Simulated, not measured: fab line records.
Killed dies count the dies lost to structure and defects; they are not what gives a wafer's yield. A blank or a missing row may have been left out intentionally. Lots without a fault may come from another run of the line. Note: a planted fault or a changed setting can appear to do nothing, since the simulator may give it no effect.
Chamber matching -- flow n5_finfet -- 4 sister chambers for N5_SD_EPI_N_ETCHBACK_44 on rie_diel-06
The step etches SiNx in CH3F/O2, stops on SiO2, target depth 14.5 nm. 4 wafers are shown with their chamber, then 11 later ones without.

## WAFERS PAIRED WITH THEIR CHAMBERS
wafer,chamber,throttle_valve_pct (%)
L083.1,3,15.89
L083.2,0,16.54
L083.3,2,16.35
L085.1,1,16.33

## WAFERS WITHOUT THEIR CHAMBER
wafer,throttle_valve_pct (%)
L085.4,16.37
L085.5,15.90
L086.2,15.92
L086.4,16.38
L086.6,16.36
L090.2,16.35
L090.3,16.40
L090.4,16.54
L091.3,16.34
L091.4,16.56
L091.6,16.39

## CHAMBER TAKEN BY EACH
wafer,from the rows above,in truth
L085.4,can't be placed: 2 or 1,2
L085.5,3,3
L086.2,3,3
L086.4,can't be placed: 2 or 1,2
L086.6,can't be placed: 2 or 1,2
L090.2,can't be placed: 2 or 1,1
L090.3,can't be placed: 2 or 1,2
L090.4,0,0
L091.3,can't be placed: 1 or 2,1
L091.4,0,0
L091.6,can't be placed: 2 or 1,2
Correctly placed: 4 of 11. Cannot be placed on the basis of these rows: 7; the candidates contain the true chamber in 7. 0 placed wrongly.
How it was worked out, from the rows above alone: a wafer's distance from a chamber is the root of the sum, over the readings, of the square of ((its reading less the chamber's mean) divided by the reading's scatter). The wafer belongs to the nearest chamber; if the next one is less than 2 further off, it can't be placed. A chamber's mean is the mean of its shown wafers. The scatter: root of mean squared gap, hidden wafer to nearest shown wafer, with one shown wafer a chamber.
